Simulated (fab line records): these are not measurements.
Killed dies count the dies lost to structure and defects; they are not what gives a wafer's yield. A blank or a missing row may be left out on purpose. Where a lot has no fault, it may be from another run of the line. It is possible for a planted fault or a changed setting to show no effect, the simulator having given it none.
Struck lot and sound lot, side by side -- flow n5 finfet -- 15 out of 1938 route steps
Sound: the wafers L121.3, L121.4, L121.6. Wafers struck: L128.1, L128.2, L128.5. The cause is given at the end.
Order at every step that has rows: each side's tool, ch and its chambers, its first start. Under that, the readings that differ: sound wafers -- struck wafers -- difference of the means -- sigmas: that difference in standard deviations of wafers without a fault.
alike: words and numbers the same on both sides, and readings whose means are apart by under 2 such deviations; not compared: readings that were withheld, readings missing a value for some wafer, numbers with overlapping values and no deviation given by the record, and bounds like >300 which may hide the same value.
A row with sigmas, a row that says differs or no value, or rows on one side alone: a step with any of these is where the two part. Non-overlapping numbers with no deviation appear without sigmas and do not part them. A reading missing from all wafers of one side parts the sides only when that side holds two or more wafers.

N5_BEOL_M14_CMP_49: polishes, stops on SiO2, t overpolish 5.2 s, target thk 560 nm.
  sound on cmp-03 ch 1,2,3, day 11 19:14; struck on cmp-04 ch 0,1,3, day 13 19:19
  alike: barrier field endpoint s, edge zone pressure frac, motor current A, overpolish run s, slurry filter dp kPa, time to endpoint s
N5_BEOL_M14_THK_MEAS_50: measures by xrf.
  sound on film metro-02 at day 11 19:30; struck on film metro-02 at day 13 19:34
  alike: M14_THK
then, 1 step without rows for these wafers: N5_BEOL_M14_PRE_CLEAN_52 (time 15 s).
N5_BEOL_M14_DEP_53: deposits SiCN from 3MS/NH3, target thk 50 nm, time 17.8 s.
  sound on pecvd-03 ch 1,2, day 11 19:34; struck on pecvd-01 ch 1,2, day 13 19:40
  alike: showerhead plenum p Torr, throttle valve pct
N5_BEOL_M14_RS_MEAS_54: measurement is done with a four-point probe.
  sound on film metro-02 at day 11 19:38; struck on film metro-02 at day 13 19:43
  alike: M14_RS
N5_BEOL_M14_INSPECT_55: inspects for defects (darkfield).
  sound on defect inspect-02 at day 11 19:40; struck on defect inspect-01 at day 13 19:45
  alike: raw defect count
N5_BEOL_M15_ILD_DEP_00: deposits SiO2 from TEOS/O2, target thk 1629.3 nm, time 346.1 s.
  sound on pecvd-02 ch 0,2, day 11 19:48; struck on pecvd-02 ch 0,1, day 13 19:47
  alike: heater power outer w, heater power w, showerhead plenum p Torr, throttle valve pct
N5_BEOL_M15_THK_MEAS_01:
  sound on film metro-02 at day 11 20:03; struck on film metro-02 at day 13 20:02
  alike: M15_ILD_THK
then, 4 steps without rows for these wafers: N5_BEOL_M15_COAT_58 (time 60 s, resist thk 89 nm); N5_BEOL_M15_COAT_04 (resist thk 800 nm); N5_BEOL_M15_EBR_06; N5_BEOL_M15_SOFTBAKE_05 (time 60 s).
N5_BEOL_M15_EXPOSE_07: exposes mask V14.
  sound on krf scanner-01 ch 0, day 11 20:19; struck on krf scanner-02 ch 0, day 13 20:10
reading,sound,struck,difference,sigmas
exposure dose mJ cm2,41.20 41.27 41.17,40.55 40.52 40.56,-0.67,-16
  alike: mask
then, 1 step without rows for these wafers: N5_BEOL_M15_PEB_08 (peb time 90 s).
N5_PASSIVATION_PROBE_49:
  the record has rows for the struck wafers here (prober-01, day 14 19:12) and none for the sound ones

WHERE THEY PART
Earliest at N5_BEOL_M15_EXPOSE_07; latest, in this record, at N5_PASSIVATION_PROBE_49.

WHY: what the simulator had put in
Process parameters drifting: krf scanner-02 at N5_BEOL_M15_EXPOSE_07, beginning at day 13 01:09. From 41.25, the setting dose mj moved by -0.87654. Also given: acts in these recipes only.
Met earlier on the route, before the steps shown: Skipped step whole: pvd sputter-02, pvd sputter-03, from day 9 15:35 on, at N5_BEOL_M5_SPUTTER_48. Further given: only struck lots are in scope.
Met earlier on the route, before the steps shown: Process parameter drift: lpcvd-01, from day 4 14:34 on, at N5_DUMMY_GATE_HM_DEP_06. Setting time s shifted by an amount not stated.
